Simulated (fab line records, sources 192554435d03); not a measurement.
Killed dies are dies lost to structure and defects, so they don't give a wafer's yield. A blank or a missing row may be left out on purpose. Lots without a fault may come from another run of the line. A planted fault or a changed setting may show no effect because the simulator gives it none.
Which tool did it? | flow n5_finfet | 6 lots, 18 wafers sampled, at 3 steps of a route of 1938

WHAT THE GAUGES READ, wafer by wafer
N5_BEOL_M13_INSPECT_55: inspects for defects (darkfield).
lot  | measured     | on                | raw_defect_count
L204 | day 12 05:07 | defect_inspect-02 | 51 66 62
L207 | day 13 07:37 | defect_inspect-01 | 64 48 55
L211 | day 14 07:38 | defect_inspect-01 | 63 34 39
L215 | day 16 10:19 | defect_inspect-01 | 59 46 60
L217 | day 17 00:48 | defect_inspect-02 | 48 37 58
L221 | day 17 14:38 | defect_inspect-01 | 1236 1276 1145

WHICH TOOL RAN EACH LOT (tool, then ch and the chambers of the sampled wafers, then the start)
lot  | N5_BEOL_M13_SPUTTER_43       | N5_BEOL_M13_CMP_49
L204 | pvd_sputter-03, day 12 03:55 | cmp-04 ch 1,2,3, day 12 04:44
L207 | pvd_sputter-01, day 13 06:26 | cmp-04 ch 0,1,2, day 13 07:15
L211 | pvd_sputter-03, day 14 05:59 | cmp-03 ch 1,2,3, day 14 07:14
L215 | pvd_sputter-02, day 16 08:35 | cmp-02 ch 1,3, day 16 09:52
L217 | pvd_sputter-03, day 16 23:37 | cmp-03 ch 2,3, day 17 00:21
L221 | pvd_sputter-03, day 17 13:26 | cmp-03 ch 1,3, day 17 14:10
- N5_BEOL_M13_SPUTTER_43: material TaN, target thk 15 nm, time 24.19 s.
- N5_BEOL_M13_CMP_49: polishes, stops on SiOC, t overpolish 17.1 s, target thk 420 nm.

THE ANSWER, worked out from the rows above alone
Rule: what is usual is taken from the lots themselves. Put in order of their means at a reading, lots are off if they are a third of the lots or fewer, leave a main group of 4 or more, and stand apart from it by a gap of 3 or more times the standard deviation of the main group's means; of several such gaps the widest counts. A main group whose means are all the same, to the digits that the tables above print for the reading, isn't used. A lot without any number at a reading at which 4 lots or more have one is off too. The other lots that the step has rows for count as sound.
Off: L221, at N5_BEOL_M13_INSPECT_55 (raw_defect_count). The main group: mean 53, standard deviation 5.3.
A tool fits if, at a process step before that reading, it ran every lot that is off, and no sound lot after the first of them. The gauges at N5_BEOL_M13_INSPECT_55 are tried like those tools. Can't be told from this: 3 tools fit, pvd_sputter-03 at N5_BEOL_M13_SPUTTER_43, cmp-03 at N5_BEOL_M13_CMP_49, defect_inspect-01 at N5_BEOL_M13_INSPECT_55.

WHAT THE SIMULATOR HAD PUT IN
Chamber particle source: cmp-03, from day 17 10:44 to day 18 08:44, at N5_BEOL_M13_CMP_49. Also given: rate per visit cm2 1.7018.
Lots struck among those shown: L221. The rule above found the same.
